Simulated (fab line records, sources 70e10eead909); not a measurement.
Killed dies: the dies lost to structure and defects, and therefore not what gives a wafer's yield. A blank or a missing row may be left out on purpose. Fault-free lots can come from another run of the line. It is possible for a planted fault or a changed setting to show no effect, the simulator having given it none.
Chamber matching / flow nandHarc / NHARC_P_ZERO_WELL_DESCUM_26 on rieDiel-01 has 4 sister chambers
The step chemistry O2, time 3 s. 14 wafers are shown with their chamber, then 7 later ones without.

## EACH WAFER AND ITS CHAMBER
wafer=L076.1; chamber=0; showerheadPlenumPTorr (Torr)=1.77; oesProductAu (a.u.)=0.995; rfVppV (V)=56.7
wafer=L076.2; chamber=3; showerheadPlenumPTorr (Torr)=2.08; oesProductAu (a.u.)=0.988; rfVppV (V)=58.2
wafer=L076.4; chamber=2; showerheadPlenumPTorr (Torr)=1.93; oesProductAu (a.u.)=0.973; rfVppV (V)=59.4
wafer=L083.2; chamber=3; showerheadPlenumPTorr (Torr)=2.07; oesProductAu (a.u.)=1.007; rfVppV (V)=59.3
wafer=L083.3; chamber=2; showerheadPlenumPTorr (Torr)=1.92; oesProductAu (a.u.)=0.985; rfVppV (V)=57.0
wafer=L083.6; chamber=1; showerheadPlenumPTorr (Torr)=1.96; oesProductAu (a.u.)=0.997; rfVppV (V)=58.9
wafer=L084.3; chamber=1; showerheadPlenumPTorr (Torr)=1.96; oesProductAu (a.u.)=0.997; rfVppV (V)=57.2
wafer=L084.5; chamber=2; showerheadPlenumPTorr (Torr)=1.92; oesProductAu (a.u.)=0.993; rfVppV (V)=57.5
wafer=L084.6; chamber=3; showerheadPlenumPTorr (Torr)=2.07; oesProductAu (a.u.)=0.998; rfVppV (V)=58.7
wafer=L087.3; chamber=3; showerheadPlenumPTorr (Torr)=2.06; oesProductAu (a.u.)=1.002; rfVppV (V)=59.7
wafer=L087.5; chamber=0; showerheadPlenumPTorr (Torr)=1.76; oesProductAu (a.u.)=1.005; rfVppV (V)=57.9
wafer=L087.6; chamber=1; showerheadPlenumPTorr (Torr)=1.96; oesProductAu (a.u.)=1.003; rfVppV (V)=58.1
wafer=L090.2; chamber=2; showerheadPlenumPTorr (Torr)=1.91; oesProductAu (a.u.)=0.983; rfVppV (V)=56.7
wafer=L090.3; chamber=1; showerheadPlenumPTorr (Torr)=1.95; oesProductAu (a.u.)=1.003; rfVppV (V)=58.6

SIGNATURES (means of the wafers above)
reading=showerheadPlenumPTorr; chamber 0=1.7650; chamber 1=1.9575; chamber 2=1.9200; chamber 3=2.0700; scatter within a chamber=0.00725
reading=oesProductAu; chamber 0=1.00000; chamber 1=1.00000; chamber 2=0.98350; chamber 3=0.99875; scatter within a chamber=0.00696
reading=rfVppV; chamber 0=57.300; chamber 1=58.200; chamber 2=57.650; chamber 3=58.975; scatter within a chamber=0.9
Rule: distance of a wafer from a chamber = root of the sum over the readings of ((wafer's reading minus chamber's mean) / reading's scatter) squared. The wafer belongs to the nearest chamber; if the next one is less than 2 further off, it can't be placed. The scatter is the square root of a quotient: the sum, over the shown wafers, of each reading's squared deviation from its chamber's mean, divided by wafers minus chambers.

## WAFERS WITHOUT THEIR CHAMBER
wafer=L090.6; showerheadPlenumPTorr (Torr)=1.76; oesProductAu (a.u.)=1.003; rfVppV (V)=58.5
wafer=L091.3; showerheadPlenumPTorr (Torr)=1.76; oesProductAu (a.u.)=0.991; rfVppV (V)=55.9
wafer=L091.4; showerheadPlenumPTorr (Torr)=1.91; oesProductAu (a.u.)=0.999; rfVppV (V)=58.5
wafer=L091.5; showerheadPlenumPTorr (Torr)=1.95; oesProductAu (a.u.)=1.003; rfVppV (V)=57.5
wafer=L094.1; showerheadPlenumPTorr (Torr)=2.06; oesProductAu (a.u.)=1.002; rfVppV (V)=56.4
wafer=L094.2; showerheadPlenumPTorr (Torr)=1.91; oesProductAu (a.u.)=0.975; rfVppV (V)=57.8
wafer=L094.5; showerheadPlenumPTorr (Torr)=2.06; oesProductAu (a.u.)=0.993; rfVppV (V)=58.0

## THE CHAMBER EACH PASSED THROUGH
wafer=L090.6; from the rows above=0; in truth=0
wafer=L091.3; from the rows above=0; in truth=0
wafer=L091.4; from the rows above=2; in truth=2
wafer=L091.5; from the rows above=1; in truth=1
wafer=L094.1; from the rows above=3; in truth=3
wafer=L094.2; from the rows above=2; in truth=2
wafer=L094.5; from the rows above=3; in truth=3
Placed correctly: 7 of 7. Not placeable from these rows: 0. Wrongly placed: 0.
